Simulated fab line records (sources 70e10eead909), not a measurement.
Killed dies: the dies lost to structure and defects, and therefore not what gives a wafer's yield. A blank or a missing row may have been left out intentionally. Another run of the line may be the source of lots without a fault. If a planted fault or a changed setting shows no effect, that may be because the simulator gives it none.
Matching of chambers | flow nand harc | NHARC_A_CONTACT_CMP_20 on cmp-03 has 4 sister chambers
The step polishes, t overpolish 30 s, target thk 300 nm. 4 wafers are shown with their chamber, then 10 later ones without.

WAFERS WITH THEIR CHAMBER
wafer  | chamber | motor current A (A)
L085.4 | 3       | 13.6
L090.3 | 2       | 10.9
L093.1 | 1       | 12.3
L093.3 | 0       | 11.4

WAFERS WHOSE CHAMBER IS MISSING
wafer  | motor current A (A)
L093.5 | 10.4
L095.1 | 10.4
L095.4 | 12.3
L095.5 | 12.4
L096.3 | 12.5
L096.4 | 11.2
L096.5 | 11.0
L097.1 | 10.5
L097.4 | 12.5
L097.5 | 11.4

EACH ONE'S CHAMBER
wafer  | from the rows above     | in truth
L093.5 | can't be placed: 2 or 0 | 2
L095.1 | can't be placed: 2 or 0 | 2
L095.4 | 1                       | 1
L095.5 | 1                       | 1
L096.3 | 1                       | 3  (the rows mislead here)
L096.4 | can't be placed: 0 or 2 | 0
L096.5 | can't be placed: 2 or 0 | 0
L097.1 | can't be placed: 2 or 0 | 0
L097.4 | 1                       | 1
L097.5 | can't be placed: 0 or 2 | 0
Placed correctly: 3 of 10. Unplaceable from these rows: 6, with the true chamber sitting among the candidates in 6. Number placed wrongly: 1.
How it was worked out, from the rows above alone: a wafer's distance from a chamber is the root of the sum, over the readings, of the square of ((its reading less the chamber's mean) divided by the reading's scatter). The wafer belongs to the nearest chamber; if the next one is less than 2 further off, it can't be placed. For every chamber, the mean is computed from those of its wafers that are shown. The scatter: root of mean squared gap, hidden wafer to nearest shown wafer, with one shown wafer a chamber.
